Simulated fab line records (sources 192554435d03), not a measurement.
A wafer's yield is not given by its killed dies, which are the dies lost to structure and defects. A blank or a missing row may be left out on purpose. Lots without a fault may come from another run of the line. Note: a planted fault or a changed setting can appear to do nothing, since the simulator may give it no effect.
Which tool is to blame?	flow n5 finfet	23 lots with 69 wafers sampled at 6 steps, on a route of 1938 steps

== WHAT THE GAUGES READ, wafer by wafer ==
No reading from a measuring or inspecting step in the record can be judged against a usual standard deviation.

== WHICH TOOL RAN EACH LOT (tool, then ch and the chambers of the sampled wafers, then the start) ==
lot	N5_HKMG_FIN_HK_ANNEAL_02	N5_HKMG_FIN_ETCH_58	N5_HKMG_FIN_ETCH_31	N5_HKMG_FIN_STRIP_90	N5_GATE_CUT_ETCHBACK_30	N5_GATE_CUT_SAC_CAP_01
L074	rtp anneal-01 ch 0, day 3 21:39	rie diel-05 ch 1,2,3, day 3 22:44	rie diel-05 ch 2,3, day 4 01:59	rie diel-06 ch 2,3, day 4 04:25	rie metal-03 ch 0,1, day 4 06:37	ald sin-04 ch 1,2, day 4 07:01
L075	rtp anneal-02 ch 0, day 4 04:58	rie diel-05 ch 1,2,3, day 4 06:00	rie diel-06 ch 0,2,3, day 4 09:11	rie diel-05 ch 1,3, day 4 11:36	rie metal-02 ch 0,1, day 4 13:46	ald sin-03 ch 1,2,3, day 4 14:13
L076	rtp anneal-01 ch 0, day 4 09:02	rie diel-06 ch 0,1, day 4 10:02	rie diel-06 ch 2,3, day 4 13:08	rie diel-06 ch 1,2,3, day 4 15:34	rie metal-02 ch 0,1, day 4 17:44	ald sin-01 ch 0,2,3, day 4 18:08
L077	rtp anneal-02 ch 0, day 4 17:29	rie diel-06 ch 0,3, day 4 18:31	rie diel-05 ch 0,2,3, day 4 21:58	rie diel-05 ch 1,2,3, day 5 00:25	rie metal-02 ch 0,1, day 5 02:37	ald sin-03 ch 1,3, day 5 03:23
L078	rtp anneal-02 ch 0, day 4 20:50	rie diel-04 ch 1,3, day 4 22:00	rie diel-06 ch 0,3, day 5 01:28	rie diel-04 ch 2,3, day 5 03:54	rie metal-01 ch 0,1, day 5 06:04	ald sin-03 ch 0,3, day 5 06:35
L079	rtp anneal-02 ch 0, day 5 05:41	rie diel-05 ch 0,1,3, day 5 06:50	rie diel-04 ch 0,1,2, day 5 09:50	rie diel-04 ch 0,2,3, day 5 12:40	rie metal-03 ch 0,1, day 5 14:57	ald sin-04 ch 1,2,3, day 5 15:29
L080	rtp anneal-02 ch 0, day 5 14:23	rie diel-05 ch 0,1,2, day 5 15:29	rie diel-05 ch 0,1,3, day 5 18:41	rie diel-04 ch 1,2, day 5 21:07	rie metal-03 ch 0,1, day 5 23:17	ald sin-03 ch 0,1,3, day 5 23:45
L081	rtp anneal-02 ch 0, day 5 17:56	rie diel-04 ch 0,1,2, day 5 18:58	rie diel-05 ch 0,3, day 5 22:04	rie diel-05 ch 0,2,3, day 6 00:31	rie metal-02 ch 0,1, day 6 02:41	ald sin-03 ch 0,2,3, day 6 03:05
L082	rtp anneal-02 ch 0, day 6 07:23	rie diel-04 ch 0,1,2, day 6 08:25	rie diel-06 ch 0,1, day 6 11:41	rie diel-06 ch 0,1, day 6 14:10	rie metal-03 ch 0,1, day 6 16:21	ald sin-04 ch 0,1, day 6 16:45
L083	rtp anneal-02 ch 0, day 6 09:20	rie diel-04 ch 0,1,2, day 6 14:10	rie diel-06 ch 0,1,2, day 6 17:23	rie diel-06 ch 0,1,3, day 6 19:53	rie metal-03 ch 0,1, day 6 22:04	ald sin-03 ch 0,1, day 6 22:28
L084	rtp anneal-02 ch 0, day 6 16:53	rie diel-06 ch 0,1,2, day 6 18:14	rie diel-04 ch 1,2,3, day 6 21:20	rie diel-06 ch 0,1,2, day 6 23:46	rie metal-03 ch 0,1, day 7 01:56	ald sin-03 ch 0,1, day 7 02:20
L085	rtp anneal-01 ch 0, day 6 17:17	rie diel-05 ch 1,3, day 6 18:28	rie diel-05 ch 0,1,3, day 6 21:46	rie diel-04 ch 0,1,3, day 7 00:11	rie metal-02 ch 0,1, day 7 02:21	ald sin-01 ch 0,1,3, day 7 02:47
L086	rtp anneal-01 ch 0, day 7 01:58	rie diel-05 ch 0,2,3, day 7 02:59	rie diel-05 ch 0,2,3, day 7 06:37	rie diel-06 ch 0,1, day 7 09:02	rie metal-03 ch 1, day 7 11:13	ald sin-04 ch 0,1,2, day 7 11:37
L088	rtp anneal-01 ch 0, day 7 09:11	rie diel-06 ch 0,1, day 7 10:14	rie diel-04 ch 1,3, day 7 13:38	rie diel-05 ch 0,2,3, day 7 16:17	rie metal-01 ch 0,1, day 7 18:27	ald sin-04 ch 1,3, day 7 18:51
L087	rtp anneal-02 ch 0, day 7 11:06	rie diel-05 ch 0,3, day 7 12:32	rie diel-06 ch 0,1, day 7 15:41	rie diel-04 ch 0,1,3, day 7 18:19	rie metal-01 ch 0,1, day 7 20:30	ald sin-03 ch 1,2,3, day 7 21:06
L089	rtp anneal-02 ch 0, day 7 17:44	rie diel-05 ch 0,1, day 7 18:55	rie diel-05 ch 0,2,3, day 8 03:16	rie diel-06 ch 0,1,3, day 8 05:43	rie metal-01 ch 0,1, day 8 07:56	ald sin-01 ch 2,3, day 8 08:33
L090	rtp anneal-01 ch 0, day 8 09:13	rie diel-04 ch 0,1,3, day 8 10:32	rie diel-05 ch 0,1,2, day 8 13:31	rie diel-05 ch 1,2,3, day 8 16:02	rie metal-01 ch 0,1, day 8 18:13	ald sin-03 ch 0,2,3, day 8 19:26
L091	rtp anneal-02 ch 0, day 8 10:52	rie diel-06 ch 2,3, day 8 12:11	rie diel-06 ch 0,1,3, day 8 15:23	rie diel-04 ch 0,1,2, day 8 17:59	rie metal-02 ch 0,1, day 8 20:15	ald sin-03 ch 0,2, day 8 21:37
L092	rtp anneal-01 ch 0, day 8 14:20	rie diel-05 ch 0,1,2, day 8 15:29	rie diel-04 ch 0,3, day 8 18:39	rie diel-04 ch 1,2, day 8 21:20	rie metal-01 ch 0,1, day 8 23:31	ald sin-04 ch 1,2, day 9 01:35
L094	rtp anneal-01 ch 0, day 9 01:54	rie diel-04 ch 1,2, day 9 02:55	rie diel-04 ch 2,3, day 9 06:01	rie diel-06 ch 0,1,2, day 9 08:36	rie metal-02 ch 0,1, day 9 10:47	ald sin-04 ch 1,3, day 9 11:11
L093	rtp anneal-01 ch 0, day 9 02:27	rie diel-06 ch 1,2,3, day 9 03:35	rie diel-04 ch 1,2,3, day 9 06:37	rie diel-04 ch 1,2, day 9 09:02	rie metal-03 ch 0,1, day 9 11:27	ald sin-03 ch 1,3, day 9 11:55
L095	rtp anneal-02 ch 0, day 9 08:17	rie diel-04 ch 2,3, day 9 09:26	rie diel-04 ch 1,2, day 9 12:34	rie diel-05 ch 0,2,3, day 9 15:01	rie metal-02 ch 0,1, day 9 17:27	ald sin-01 ch 0,1,2, day 9 17:54
L096	rtp anneal-01 ch 0, day 9 12:17	rie diel-04 ch 1,3, day 9 14:18	rie diel-04 ch 0,1,3, day 9 17:24	rie diel-05 ch 0,1,2, day 9 19:49	rie metal-01 ch 0,1, day 9 21:59	ald sin-03 ch 0,1,2, day 9 22:23
- N5_HKMG_FIN_HK_ANNEAL_02: time 30 s.
- N5_HKMG_FIN_ETCH_58: etches SOC in N2/H2, target depth 215.8 nm, time 741 s.
- N5_HKMG_FIN_ETCH_31: etches SiARC in CF4, target depth 45.5 nm, time 75.8 s.
- N5_HKMG_FIN_STRIP_90: strips SOC in N2/H2, time 20 s.
- N5_GATE_CUT_ETCHBACK_30: etches TiN in Cl2/Ar, target depth 3 nm.
- N5_GATE_CUT_SAC_CAP_01: material SiNx, target thk 24 nm, pulse time 1 s, ald cycles 480.

== WHAT THE TOOLS THEMSELVES READ (means of the sampled wafers that have a number; where no wafer has one, the mark that the record gives instead) ==
N5_HKMG_FIN_HK_ANNEAL_02. Usual: lamp power pct 8.80 %, standard deviation 0.053; wafer_temp_C_max 702.9, standard deviation 0.68.
lot	tool	lamp power pct (%)	wafer_temp_C_max	flag
L074	rtp anneal-01	8.79	702.8	
L075	rtp anneal-02	8.79	702.9	
L076	rtp anneal-01	8.81	703.3	
L077	rtp anneal-02	8.83	703.6	
L078	rtp anneal-02	8.81	703.1	
L079	rtp anneal-02	8.79	703.1	
L080	rtp anneal-02	8.75	703.0	
L081	rtp anneal-02	8.79	702.5	
L082	rtp anneal-02	8.79	702.2	
L083	rtp anneal-02	8.81	702.9	
L084	rtp anneal-02	8.78	702.8	
L085	rtp anneal-01	8.83	702.2	
L086	rtp anneal-01	8.79	703.6	
L088	rtp anneal-01	8.81	703.7	
L087	rtp anneal-02	8.84	702.0	
L089	rtp anneal-02	8.83	703.2	
L090	rtp anneal-01	8.83	703.3	
L091	rtp anneal-02	8.77	702.5	
L092	rtp anneal-01	8.78	702.6	
L094	rtp anneal-01	8.78	702.8	
L093	rtp anneal-01	8.79	702.8	
L095	rtp anneal-02	8.85	702.3	
L096	rtp anneal-01	8.75	702.6	

N5_HKMG_FIN_ETCH_58. Usual: drypump motor current A 5.9 A, standard deviation 0.44; oes product au 0.80 a.u., standard deviation 0.085; rf vpp V 99.6 V, standard deviation 0.81; showerhead plenum p Torr 2.61 Torr, standard deviation 0.082; throttle valve pct 17.7 %, standard deviation 0.33.
lot	tool	drypump motor current A (A)	oes product au (a.u.)	rf vpp V (V)	showerhead plenum p Torr (Torr)	throttle valve pct (%)	flag
L074	rie diel-05	5.7	0.81	99.7	2.59	17.6	
L075	rie diel-05	5.7	0.80	100.7	2.59	17.6	
L076	rie diel-06	6.4	0.87	100.4	2.68	17.7	
L077	rie diel-06	5.4	0.76	100.7	2.66	18.0	
L078	rie diel-04	6.0	0.76	99.4	2.63	17.7	
L079	rie diel-05	5.9	0.82	100.1	2.65	17.5	
L080	rie diel-05	5.8	0.86	99.4	2.61	17.6	
L081	rie diel-04	5.7	0.82	99.6	2.61	17.8	
L082	rie diel-04	5.7	0.80	98.5	2.60	17.8	
L083	rie diel-04	5.7	0.80	99.8	2.60	17.8	
L084	rie diel-06	6.3	0.76	99.6	2.60	17.7	
L085	rie diel-05	5.9	0.75	100.2	2.64	17.9	
L086	rie diel-05	5.9	0.83	99.5	2.59	17.3	
L088	rie diel-06	6.4	0.82	100.2	2.67	17.7	
L087	rie diel-05	6.1	0.83	99.7	2.65	17.2	
L089	rie diel-05	6.0	0.80	99.8	2.66	17.9	
L090	rie diel-04	5.7	0.80	99.9	2.56	17.7	
L091	rie diel-06	5.6	0.90	99.5	2.53	17.4	
L092	rie diel-05	5.8	0.83	99.4	2.60	17.6	
L094	rie diel-04	6.1	0.76	99.8	2.68	17.9	
L093	rie diel-06	5.8	0.85	99.6	2.60	17.6	
L095	rie diel-04	6.3	0.82	99.1	2.66	17.8	
L096	rie diel-04	6.0	0.72	99.8	2.61	17.8	

N5_HKMG_FIN_ETCH_31. Usual: drypump motor current A 5.9 A, standard deviation 0.47; etch rf on time s 75.3 s, standard deviation 1.9; oes product au 0.68 a.u., standard deviation 0.071; rf vpp V 184.8 V, standard deviation 1.1; showerhead plenum p Torr 2.20 Torr, standard deviation 0.055; throttle valve pct 15.53 %, standard deviation 0.24.
lot	tool	drypump motor current A (A)	etch rf on time s (s)	oes product au (a.u.)	rf vpp V (V)	showerhead plenum p Torr (Torr)	throttle valve pct (%)	flag
L074	rie diel-05	5.7	75.7	0.68	184.4	2.18	15.31	
L075	rie diel-06	5.7	76.7	0.62	185.2	2.19	15.64	
L076	rie diel-06	5.6	76.5	0.60	184.0	2.16	15.65	
L077	rie diel-05	5.8	75.3	0.74	184.9	2.19	15.28	
L078	rie diel-06	5.9	77.1	0.64	185.3	2.21	15.64	
L079	rie diel-04	5.7	75.8	0.70	184.6	2.19	15.57	
L080	rie diel-05	5.9	75.9	0.69	185.2	2.23	15.48	
L081	rie diel-05	6.1	75.0	0.74	186.3	2.25	15.22	
L082	rie diel-06	6.4	73.1	0.72	184.3	2.25	15.53	
L083	rie diel-06	6.3	74.5	0.66	185.4	2.20	15.67	
L084	rie diel-04	6.1	74.7	0.68	184.6	2.21	15.47	
L085	rie diel-05	5.9	75.2	0.68	184.5	2.23	15.50	
L086	rie diel-05	5.8	75.0	0.71	185.6	2.19	15.31	
L088	rie diel-04	6.0	77.4	0.63	185.2	2.19	15.47	
L087	rie diel-06	6.4	73.7	0.70	184.6	2.24	15.56	
L089	rie diel-05	5.8	76.0	0.69	184.1	2.19	15.32	
L090	rie diel-05	5.8	74.2	0.71	183.8	2.20	15.55	
L091	rie diel-06	5.9	75.2	0.66	185.4	2.22	15.58	
L092	rie diel-04	5.4	74.6	0.74	184.1	2.11	15.58	
L094	rie diel-04	6.3	74.5	0.70	183.7	2.19	15.40	
L093	rie diel-04	6.1	75.1	0.66	184.7	2.20	15.50	
L095	rie diel-04	6.0	78.0	0.61	185.1	2.22	15.60	
L096	rie diel-04	5.7	75.7	0.67	184.5	2.15	15.55	

N5_HKMG_FIN_STRIP_90. Usual: drypump motor current A 5.9 A, standard deviation 0.48; oes product au 0.79 a.u., standard deviation 0.081; rf vpp V 54.5 V, standard deviation 0.79; showerhead plenum p Torr 3.45 Torr, standard deviation 0.11; throttle valve pct 18.9 %, standard deviation 0.49.
lot	tool	drypump motor current A (A)	oes product au (a.u.)	rf vpp V (V)	showerhead plenum p Torr (Torr)	throttle valve pct (%)	flag
L074	rie diel-06	5.6	0.71	54.2	3.36	18.8	
L075	rie diel-05	5.9	0.75	54.7	3.47	18.5	
L076	rie diel-06	5.8	0.79	54.5	3.45	18.8	
L077	rie diel-05	5.7	0.79	54.0	3.41	18.6	
L078	rie diel-04	6.3	0.86	54.7	3.53	19.1	
L079	rie diel-04	5.9	0.87	54.1	3.42	18.8	
L080	rie diel-04	6.0	0.74	54.3	3.51	19.2	
L081	rie diel-05	5.9	0.84	54.9	3.42	18.3	
L082	rie diel-06	6.4	0.78	54.2	3.51	19.2	
L083	rie diel-06	6.0	0.80	54.9	3.51	19.1	
L084	rie diel-06	6.2	0.76	54.9	3.43	18.9	
L085	rie diel-04	5.7	0.81	53.9	3.38	18.9	
L086	rie diel-06	6.4	0.77	54.7	3.50	19.2	
L088	rie diel-05	5.9	0.82	53.8	3.41	18.3	
L087	rie diel-04	5.7	0.79	54.1	3.38	18.9	
L089	rie diel-06	6.0	0.78	54.7	3.50	19.1	
L090	rie diel-05	5.7	0.76	55.2	3.40	18.7	
L091	rie diel-04	5.7	0.79	54.0	3.42	18.9	
L092	rie diel-04	6.1	0.76	54.5	3.53	19.2	
L094	rie diel-06	6.3	0.83	55.1	3.42	18.8	
L093	rie diel-04	6.1	0.76	54.4	3.53	19.2	
L095	rie diel-05	5.8	0.80	54.6	3.40	18.4	
L096	rie diel-05	5.8	0.80	54.7	3.43	18.8	

N5_GATE_CUT_ETCHBACK_30. Usual: drypump motor current A 5.8 A, standard deviation 0.35; oes product au 0.75 a.u., standard deviation 0.082; throttle valve pct 20.8 %, standard deviation 0.4.
lot	tool	drypump motor current A (A)	oes product au (a.u.)	throttle valve pct (%)	flag
L074	rie metal-03	6.3	0.76	20.5	
L075	rie metal-02	5.6	0.72	20.9	
L076	rie metal-02	5.7	0.64	21.1	
L077	rie metal-02	5.6	0.73	20.9	
L078	rie metal-01	5.6	0.74	20.8	
L079	rie metal-03	6.2	0.78	20.9	
L080	rie metal-03	6.2	0.78	20.8	
L081	rie metal-02	5.7	0.65	21.1	
L082	rie metal-03	6.3	0.74	20.5	
L083	rie metal-03	6.3	0.78	20.8	
L084	rie metal-03	6.3	0.74	20.5	
L085	rie metal-02	5.7	0.65	21.1	
L086	rie metal-03	6.4	0.71	20.1	
L088	rie metal-01	5.6	0.76	20.7	
L087	rie metal-01	5.6	0.76	20.7	
L089	rie metal-01	5.6	0.76	20.7	
L090	rie metal-01	5.6	0.71	20.8	
L091	rie metal-02	5.7	0.86	20.7	
L092	rie metal-01	5.6	0.71	20.8	
L094	rie metal-02	5.6	0.81	20.8	
L093	rie metal-03	6.3	0.75	20.9	
L095	rie metal-02	5.7	0.86	20.7	
L096	rie metal-01	5.6	0.75	20.7	

N5_GATE_CUT_SAC_CAP_01. Usual: heater power w 856 W, standard deviation 110; precursor pulse height rel 1.001, standard deviation 0.02.
lot	tool	heater power w (W)	precursor pulse height rel	flag
L074	ald sin-04	791	1.008	
L075	ald sin-03	831	1.007	
L076	ald sin-01	912	0.971	
L077	ald sin-03	894	1.018	
L078	ald sin-03	864	1.001	
L079	ald sin-04	807	1.019	
L080	ald sin-03	904	0.984	
L081	ald sin-03	823	1.006	
L082	ald sin-04	880	0.999	
L083	ald sin-03	909	0.992	
L084	ald sin-03	927	0.996	
L085	ald sin-01	866	1.031	
L086	ald sin-04	822	0.991	
L088	ald sin-04	852	1.001	
L087	ald sin-03	843	0.996	
L089	ald sin-01	850	0.980	
L090	ald sin-03	820	0.994	
L091	ald sin-03	782	0.995	
L092	ald sin-04	793	0.996	
L094	ald sin-04	852	0.997	
L093	ald sin-03	888	0.996	
L095	ald sin-01	757	0.995	
L096	ald sin-03	862	1.021	

== THE ANSWER, worked out from the rows above alone ==
Rule: a lot counts as off when the mean over its wafers that have a number is more than 3 standard deviations away from the usual mean. Also off: a lot with no number at a reading for which 4 or more lots have one. All remaining lots with rows at the step are treated as sound. Order of review: gauges by route order, followed by the tools' own readings, for which a lot's mean as printed above is used. The first step at which some lot is off is used, and at that step the reading that is off furthest; a lot without a number counts as furthest.
None of the lots is off at any reading shown; this tells nothing.

== WHAT HAD BEEN PUT IN BY THE SIMULATOR ==
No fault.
